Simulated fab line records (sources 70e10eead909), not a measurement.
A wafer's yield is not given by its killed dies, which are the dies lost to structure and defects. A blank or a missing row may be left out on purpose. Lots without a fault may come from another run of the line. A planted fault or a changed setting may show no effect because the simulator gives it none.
Matching of chambers -- flow nand-harc -- 3 sister chambers for NHARC_THIN_TSV_DEP_47 on pecvd-02
The step deposits SiO2, target thk 200 nm. 6 wafers are shown with their chamber, then 11 later ones without.

WAFERS PAIRED WITH THEIR CHAMBERS
wafer,chamber,throttle-valve-pct (%),chamber-pressure-Torr (Torr)
L079.5,2,16.4,6.492
L081.5,2,16.5,6.488
L086.2,1,15.5,6.501
L089.5,1,15.6,6.477
L089.6,0,16.7,6.532
L091.2,0,16.4,6.506

WAFERS WITH NO CHAMBER GIVEN
wafer,throttle-valve-pct (%),chamber-pressure-Torr (Torr)
L091.3,16.9,6.489
L091.6,15.7,6.499
L093.2,15.5,6.495
L093.3,16.8,6.513
L093.5,16.4,6.498
L092.3,15.5,6.493
L092.4,15.6,6.479
L092.5,16.9,6.522
L096.1,16.8,6.500
L096.3,15.5,6.529
L096.5,16.6,6.513

EACH ONE'S CHAMBER
wafer,from the rows above,in truth
L091.3,can't be placed: 0 or 2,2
L091.6,1,1
L093.2,1,1
L093.3,can't be placed: 0 or 2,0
L093.5,can't be placed: 2 or 0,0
L092.3,1,1
L092.4,1,1
L092.5,can't be placed: 0 or 2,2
L096.1,can't be placed: 0 or 2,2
L096.3,1,1
L096.5,can't be placed: 0 or 2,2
Correctly placed: 5 of 11. Cannot be placed on the basis of these rows: 6; the candidates contain the true chamber in 6. Placed wrongly: 0.
How it was worked out, from the rows above alone: a wafer's distance from a chamber is the root of the sum, over the readings, of the square of ((its reading less the chamber's mean) divided by the reading's scatter). The wafer belongs to the nearest chamber; if the next one is less than 2 further off, it can't be placed. The mean given for a chamber averages the wafers shown for that chamber. The scatter: take each reading less its chamber's mean, square it, sum over the shown wafers, divide by the number of wafers less the number of chambers, and take the root.
